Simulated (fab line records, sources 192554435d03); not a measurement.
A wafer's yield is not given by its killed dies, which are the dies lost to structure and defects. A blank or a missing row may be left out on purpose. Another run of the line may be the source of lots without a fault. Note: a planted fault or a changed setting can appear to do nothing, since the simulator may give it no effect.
fab line records -- flow n5_finfet -- part 2 of 2: steps 28 to 33 of 33
record lots=5, wafers=15, last_day=17
route steps=1938 shown BEOL_M3@1010 BEOL_M4@1021
lots untouched by any fault: they come from a run of this same line in which no faults occurred
start_h: the number of hours between the record's first day and the start of the first shown wafer of the lot -- wait_h: time in hours since the lot's previous step -- " as in the row above -- L1.1+2: one row covering several wafers at once -- - either no value or no given start -- * or withheld: withheld -- < > ~ a bound
route shown NAME@n: NAME is a module with steps in the file, n the number in the route of the first one -- usual: mean and standard deviation over wafers with no fault -- same: alike in all rows -- chamber/n: place in a boat -- sites: the reading at each site -- _std_site: standard deviation of those values -- _edge_site: inner sites' mean taken away from outer sites' mean -- radius_mm: for every site, how far away it sits from the centre of the wafer -- mask NAME#n: copy n -- behind: the last tool/chamber to shape the wafer -- hold: cause of the lot's hold/its duration in hours/its outcome -- device: the transistor (n, p or np) that didn't switch -- end of line: the tests these same wafers got at the end of their route -- a step given without rows: its recipe and nothing more -- killed: count of dies lost to structure and defects at first sort (not the wafer's yield) -- map: a wafer's dies, x killed, . not, _ none there
set.NAME: the run value of the setting; set.NAME@STEP: its run value at that earlier step -- model.NAME: the simulator's own value behind a step, which no gauge read
certain route steps with their lots: each step a table, each wafer a row
services: when a tool's chamber went out of use (start_h, in hours from the record's first day, below 0 if earlier), for how many hours, and the reason
## steps
# step N5_BEOL_M4_DESCUM_16
# recipe chemistry=O2, time_s=7, source_power_w=50, bias_power_w=20, pressure_mtorr=20, rf_frequency_hz=2.712e+07, temp_c=40, resist=CAR-EUV, o2_flow_sccm=225
# usual drypump_motor_current_A=5.6/0.52, oes_product_au=0.82/0.085, rf_vpp_V=243.1/1.3, showerhead_plenum_p_Torr=2.09/0.078, temp_c=40.01/0.11, throttle_valve_pct=20.43/0.29
lot.wafer,tool,chamber,start_h,wait_h,drypump_motor_current_A,oes_product_au,rf_hours_counter_h,rf_vpp_V,showerhead_plenum_p_Torr,temp_c,throttle_valve_pct
L079.3,rie_diel-02,1,179.44,0.0,6.3,0.78,149,242.6,2.03,40.03,20.30
L079.5,rie_diel-02,0,179.44,0.0,5.5,0.89,-,246.3,2.23,39.85,20.39
L079.6,rie_diel-02,1,179.44,0.0,6.3,0.78,-,241.6,2.03,40.08,20.31
L083.1,rie_diel-06,0,202.49,0.0,5.7,0.84,67,244.6,2.22,39.98,20.25
L083.3,rie_diel-06,3,202.49,0.0,5.6,0.81,100,242.2,2.01,40.03,20.49
L083.5,rie_diel-06,3,202.49,0.0,5.6,0.80,-,242.1,2.01,39.99,20.48
L082.2,rie_diel-02,3,204.12,0.0,6.1,0.96,13,243.3,2.04,39.85,20.30
L082.3,rie_diel-02,0,204.12,0.0,5.5,0.88,47,244.2,2.23,40.03,20.40
L082.5,rie_diel-02,1,204.12,0.0,6.4,0.77,-,240.6,2.02,40.07,20.31
L087.3,rie_diel-06,0,232.77,0.9,5.7,0.82,73,245.8,2.22,40.11,20.25
L087.4,rie_diel-06,2,232.77,0.9,5.5,0.70,225,243.0,2.15,39.94,20.91
L087.6,rie_diel-06,1,232.77,0.9,6.3,0.91,-,241.1,2.05,40.18,20.14
L094.1,rie_diel-02,3,286.37,0.0,6.1,0.89,45,241.7,2.03,40.13,20.34
L094.4,rie_diel-02,0,286.37,0.0,5.5,0.84,80,245.4,2.22,40.09,20.45
L094.5,rie_diel-02,0,286.37,0.0,5.5,0.84,-,245.5,2.22,40.28,20.46
# step N5_BEOL_M4_ETCH_74
# recipe chemistry=N2/H2, target=underlayer, target_depth_a=65, mask_material=CAR-EUV, time_s=5.2, ion_energy_ev=200, pressure_mtorr=30, source_w=840, bias_w=150, n2_flow_sccm=200, h2_flow_sccm=200, ends=cleared
# usual bias_w=150.0/0.52, drypump_motor_current_A=5.7/0.52, etch_rf_on_time_s=5.14/0.14, h2_flow_sccm=200.0/0.57, oes_product_au=0.70/0.074, rf_vpp_V=523.6/2.9, showerhead_plenum_p_Torr=2.54/0.093, throttle_valve_pct=17.9/0.3
lot.wafer,tool,chamber,start_h,wait_h,bias_w,drypump_motor_current_A,etch_rf_on_time_s,h2_flow_sccm,oes_product_au,rf_hours_counter_h,rf_vpp_V,showerhead_plenum_p_Torr,throttle_valve_pct
L079.3,rie_diel-02,1,179.47,0.0,150.3,6.3,5.21,200.2,0.66,149,519.1,2.45,17.7
L079.5,rie_diel-02,0,179.47,0.0,150.4,5.5,5.05,199.9,0.77,-,530.2,2.70,17.8
L079.6,rie_diel-02,1,179.47,0.0,149.8,6.3,5.20,199.4,0.66,-,520.7,2.45,17.7
L083.1,rie_diel-06,0,202.52,0.0,149.4,5.7,4.95,200.0,0.72,67,526.4,2.69,17.6
L083.3,rie_diel-06,3,202.52,0.0,149.9,5.6,4.93,200.0,0.69,100,519.9,2.46,17.9
L083.5,rie_diel-06,3,202.52,0.0,150.2,5.6,4.94,200.2,0.69,-,520.7,2.46,18.0
L082.2,rie_diel-02,3,204.15,0.0,150.9,6.1,5.10,200.2,0.81,13,520.7,2.48,17.7
L082.3,rie_diel-02,0,204.15,0.0,148.7,5.5,5.01,200.0,0.77,47,528.0,2.70,17.9
L082.5,rie_diel-02,1,204.15,0.0,149.9,6.3,5.27,200.8,0.65,-,518.5,2.44,17.7
L087.3,rie_diel-06,0,232.80,0.0,150.0,5.8,4.95,199.5,0.72,73,526.7,2.68,17.6
L087.4,rie_diel-06,2,232.80,0.0,150.8,5.6,5.09,200.5,0.61,225,524.5,2.62,18.4
L087.6,rie_diel-06,1,232.80,0.0,150.9,6.3,4.96,199.3,0.78,-,521.6,2.48,17.5
L094.1,rie_diel-02,3,286.41,0.0,151.2,6.1,5.14,199.9,0.74,45,520.6,2.46,17.7
L094.4,rie_diel-02,0,286.41,0.0,150.3,5.6,5.09,200.0,0.73,80,529.0,2.69,17.9
L094.5,rie_diel-02,0,286.41,0.0,150.6,5.5,5.11,201.1,0.72,-,527.2,2.69,17.9
# step N5_BEOL_M4_ETCH_63
# recipe chemistry=CF4, target=SiARC, target_depth_a=156, mask_material=CAR-EUV, time_s=26, ion_energy_ev=80, pressure_mtorr=40, source_w=545, bias_w=36, Ar_flow_sccm=100, cf4_flow_sccm=100, ends=cleared
# usual bias_w=35.98/0.095, drypump_motor_current_A=5.6/0.51, etch_rf_on_time_s=25.6/0.67, oes_product_au=0.70/0.073, rf_vpp_V=183.9/1.4, showerhead_plenum_p_Torr=2.14/0.076, throttle_valve_pct=15.61/0.21
lot.wafer,tool,chamber,start_h,wait_h,bias_w,drypump_motor_current_A,etch_rf_on_time_s,oes_product_au,rf_hours_counter_h,rf_vpp_V,showerhead_plenum_p_Torr,throttle_valve_pct
L079.3,rie_diel-02,1,179.49,0.0,36.08,6.3,26.2,0.67,149,183.1,2.07,15.48
L079.5,rie_diel-02,0,179.49,0.0,35.98,5.5,25.4,0.77,-,186.8,2.28,15.49
L079.6,rie_diel-02,1,179.49,0.0,35.95,6.3,26.0,0.66,-,181.7,2.08,15.50
L083.1,rie_diel-06,0,202.54,0.0,35.95,5.7,24.6,0.73,67,186.2,2.26,15.42
L083.3,rie_diel-06,3,202.54,0.0,36.00,5.6,24.5,0.71,100,182.9,2.07,15.65
L083.5,rie_diel-06,3,202.54,0.0,35.88,5.6,24.4,0.69,-,184.1,2.07,15.65
L082.2,rie_diel-02,3,204.17,0.0,35.98,6.1,25.2,0.82,13,185.0,2.11,15.52
L082.3,rie_diel-02,0,204.17,0.0,35.98,5.5,25.2,0.76,47,185.1,2.27,15.51
L082.5,rie_diel-02,1,204.17,0.0,36.05,6.3,25.8,0.65,-,182.8,2.07,15.51
L087.3,rie_diel-06,0,232.82,0.0,36.09,5.7,24.9,0.72,73,184.3,2.26,15.40
L087.4,rie_diel-06,2,232.82,0.0,35.79,5.6,25.5,0.60,225,185.7,2.19,16.02
L087.6,rie_diel-06,1,232.82,0.0,35.93,6.2,24.5,0.79,-,184.1,2.10,15.38
L094.1,rie_diel-02,3,286.43,0.0,35.89,6.1,25.7,0.75,45,183.7,2.09,15.59
L094.4,rie_diel-02,0,286.43,0.0,35.92,5.5,25.5,0.71,80,187.2,2.26,15.56
L094.5,rie_diel-02,0,286.43,0.0,35.90,5.5,25.4,0.71,-,186.0,2.26,15.57
# step N5_BEOL_M4_ETCH_64
# recipe chemistry=N2/H2, target=SOC, target_depth_a=750, overetch_a=225, mask_material=SiARC, temp_c=40, time_s=121.9, ion_energy_ev=200, pressure_mtorr=30, source_w=840, bias_w=150, n2_flow_sccm=200, h2_flow_sccm=200
# usual bias_w=150.1/0.5, drypump_motor_current_A=5.7/0.51, h2_flow_sccm=200.1/0.57, oes_product_au=0.61/0.061, rf_vpp_V=523.7/2.7, showerhead_plenum_p_Torr=2.54/0.093, temp_c=40.00/0.11, throttle_valve_pct=17.83/0.3
lot.wafer,tool,chamber,start_h,wait_h,bias_w,drypump_motor_current_A,h2_flow_sccm,oes_product_au,rf_hours_counter_h,rf_vpp_V,showerhead_plenum_p_Torr,temp_c,throttle_valve_pct
L079.3,rie_diel-02,1,179.51,0.0,149.3,6.3,200.3,0.60,149,521.3,2.45,39.94,17.61
L079.5,rie_diel-02,0,179.51,0.0,149.9,5.6,200.0,0.67,-,529.0,2.70,40.03,17.79
L079.6,rie_diel-02,1,179.51,0.0,150.3,6.3,200.8,0.59,-,522.2,2.45,39.86,17.62
L083.1,rie_diel-06,0,202.57,0.0,150.0,5.7,199.6,0.63,67,527.4,2.69,39.91,17.56
L083.3,rie_diel-06,3,202.57,0.0,149.8,5.6,201.1,0.60,100,521.5,2.46,39.85,17.92
L083.5,rie_diel-06,3,202.57,0.0,149.9,5.6,200.5,0.60,-,520.3,2.46,40.08,17.93
L082.2,rie_diel-02,3,204.20,0.0,149.7,6.1,199.8,0.71,13,523.7,2.47,40.08,17.60
L082.3,rie_diel-02,0,204.20,0.0,150.2,5.5,199.7,0.66,47,528.7,2.70,40.05,17.80
L082.5,rie_diel-02,1,204.20,0.0,150.3,6.3,199.6,0.58,-,521.7,2.44,40.05,17.62
L087.3,rie_diel-06,0,232.84,0.0,150.4,5.7,200.6,0.63,73,528.8,2.68,40.08,17.57
L087.4,rie_diel-06,2,232.84,0.0,150.5,5.5,200.2,0.53,225,526.6,2.62,39.92,18.39
L087.6,rie_diel-06,1,232.84,0.0,150.0,6.3,200.1,0.68,-,523.1,2.48,39.85,17.44
L094.1,rie_diel-02,3,286.45,0.0,149.9,6.1,200.1,0.66,45,522.2,2.46,39.97,17.66
L094.4,rie_diel-02,0,286.45,0.0,150.2,5.5,200.6,0.63,80,529.7,2.69,40.11,17.84
L094.5,rie_diel-02,0,286.45,0.0,150.1,5.5,199.5,0.63,-,528.2,2.69,40.13,17.86
# step N5_BEOL_M4_STRIP_65
# recipe chemistry=N2/H2, temp_c=40, n2_flow_sccm=200, h2_flow_sccm=200, rf_frequency_hz=6e+07
lot.wafer,tool,chamber,start_h,wait_h
L079.3+5+6,rie_diel-02,"1,0,1",179.63,0.1
L083.1+3+5,rie_diel-06,"0,3,3",202.68,0.1
L082.2+3+5,rie_diel-02,"3,0,1",204.31,0.1
L087.3+4+6,rie_diel-06,"0,2,1",232.96,0.1
L094.1+4+5,rie_diel-02,"3,0,0",286.57,0.1
# step N5_BEOL_M4_STRIP_75
# recipe chemistry=N2/H2, temp_c=40, n2_flow_sccm=200, h2_flow_sccm=200, rf_frequency_hz=6e+07
lot.wafer,tool,chamber,start_h,wait_h
L079.3+5+6,rie_diel-02,"1,0,1",179.64,0.0
L083.1+3+5,rie_diel-06,"0,3,3",202.69,0.0
L082.2+3+5,rie_diel-02,"3,0,1",204.32,0.0
L087.3+4+6,rie_diel-06,"0,2,1",232.97,0.0
L094.1+4+5,rie_diel-02,"3,0,0",286.58,0.0
## services
tool,chamber,start_h,hours,kind
pvd_sputter-02,-,153.89,1.6,repair
rie_diel-02,1,158.46,5.5,repair
euv_scanner-02,-,159.04,1.0,pm
euv_scanner-01,-,179.60,1.0,pm
euv_scanner-02,-,185.52,5.8,pm
cmp-04,-,192.99,4.0,pm
euv_scanner-01,-,195.35,0.2,repair
pecvd-03,-,196.97,0.5,repair
cmp-03,-,203.68,0.3,repair
ecd_cu-01,-,204.71,3.2,repair
ecd_cu-02,-,209.48,5.5,repair
cmp-02,-,212.38,0.3,repair
euv_scanner-02,-,215.19,1.0,pm
rie_diel-06,-,215.62,15.6,pm
cmp-04,-,221.33,1.1,repair
ecd_cu-01,-,232.59,3.9,pm
rie_diel-02,2,235.45,2.4,repair
cmp-03,-,240.60,4.1,repair
ecd_cu-01,-,242.71,0.5,repair
cmp-03,-,253.55,4.0,pm
euv_scanner-02,-,268.43,4.6,pm
cmp-03,-,274.21,0.6,repair
pecvd-01,0,275.08,15.7,repair
cmp-02,-,279.47,6.2,repair
